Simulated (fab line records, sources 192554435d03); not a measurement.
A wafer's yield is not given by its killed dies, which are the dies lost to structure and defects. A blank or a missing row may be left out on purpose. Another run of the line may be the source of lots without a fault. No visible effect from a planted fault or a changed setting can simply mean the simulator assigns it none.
Matching of chambers | flow n5_finfet | 4 sister chambers for N5_BEOL_M8_CMP_52 on cmp-01
The step polishes, stops on SiCOH lowk, t overpolish 6.9 s, target thk 80 nm. 14 wafers are shown with their chamber, then 7 later ones without.

EACH WAFER AND ITS CHAMBER
wafer  | chamber | motor_current_A (A) | time_to_endpoint_s (s) | slurry_filter_dp_kPa (kPa)
L082.1 | 1       | 5.5                 | 61                     | 13.61
L082.2 | 2       | 5.8                 | 63                     | 13.38
L083.1 | 2       | 6.0                 | 61                     | 13.40
L083.2 | 3       | 6.2                 | 59                     | 13.48
L083.4 | 0       | 5.5                 | 59                     | 13.63
L085.2 | 0       | 5.7                 | 60                     | 13.57
L085.3 | 1       | 5.7                 | 62                     | 13.49
L086.2 | 3       | 6.4                 | 61                     | 13.33
L086.3 | 2       | 5.6                 | 67                     | 13.49
L086.4 | 1       | 5.6                 | 64                     | 13.52
L087.2 | 1       | 5.6                 | 61                     | 13.70
L087.4 | 2       | 5.7                 | 63                     | 13.34
L090.1 | 2       | 6.0                 | 69                     | 13.66
L090.3 | 1       | 5.7                 | 66                     | 13.61

SIGNATURES (means of the wafers above)
reading              | chamber 0 | chamber 1 | chamber 2 | chamber 3 | scatter within a chamber
motor_current_A      | 5.600     | 5.620     | 5.820     | 6.300     | 0.14
time_to_endpoint_s   | 59.50     | 62.80     | 64.60     | 60.00     | 2.54
slurry_filter_dp_kPa | 13.6000   | 13.5860   | 13.4540   | 13.4050   | 0.103
Rule: a wafer's distance from a chamber is the root of the sum, over the readings, of the square of ((its reading less the chamber's mean) divided by the reading's scatter). If the next closest chamber is less than 2 further off than the closest, the wafer can't be placed; otherwise it belongs to the closest. How the scatter is found: for the shown wafers, subtract from each reading the mean of its chamber, square and add these, divide the total by (wafers less chambers), then take the root.

WAFERS WHOSE CHAMBER IS MISSING
wafer  | motor_current_A (A) | time_to_endpoint_s (s) | slurry_filter_dp_kPa (kPa)
L092.1 | 5.7                 | 64                     | 13.54
L092.2 | 6.7                 | 66                     | 13.39
L095.1 | 5.6                 | 67                     | 13.55
L095.3 | 5.6                 | 61                     | 13.56
L095.4 | 6.1                 | 66                     | 13.59
L097.1 | 5.3                 | 66                     | 13.67
L097.4 | 5.4                 | 62                     | 13.58

WHICH CHAMBER EACH ONE RAN IN
wafer  | from the rows above               | in truth
L092.1 | can't be placed: 1 or 2 or 0      | 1
L092.2 | 3                                 | 3
L095.1 | can't be placed: 1 or 2 or 0      | 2
L095.3 | can't be placed: 0 or 1 or 2      | 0
L095.4 | can't be placed: 2 or 3 or 1 or 0 | 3
L097.1 | can't be placed: 1 or 0 or 2      | 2
L097.4 | can't be placed: 1 or 0 or 2      | 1
Correct placement for 1 of the 7. From these rows, 6 cannot be placed; in 6 the true chamber is one of the candidates. Number placed wrongly: 0.
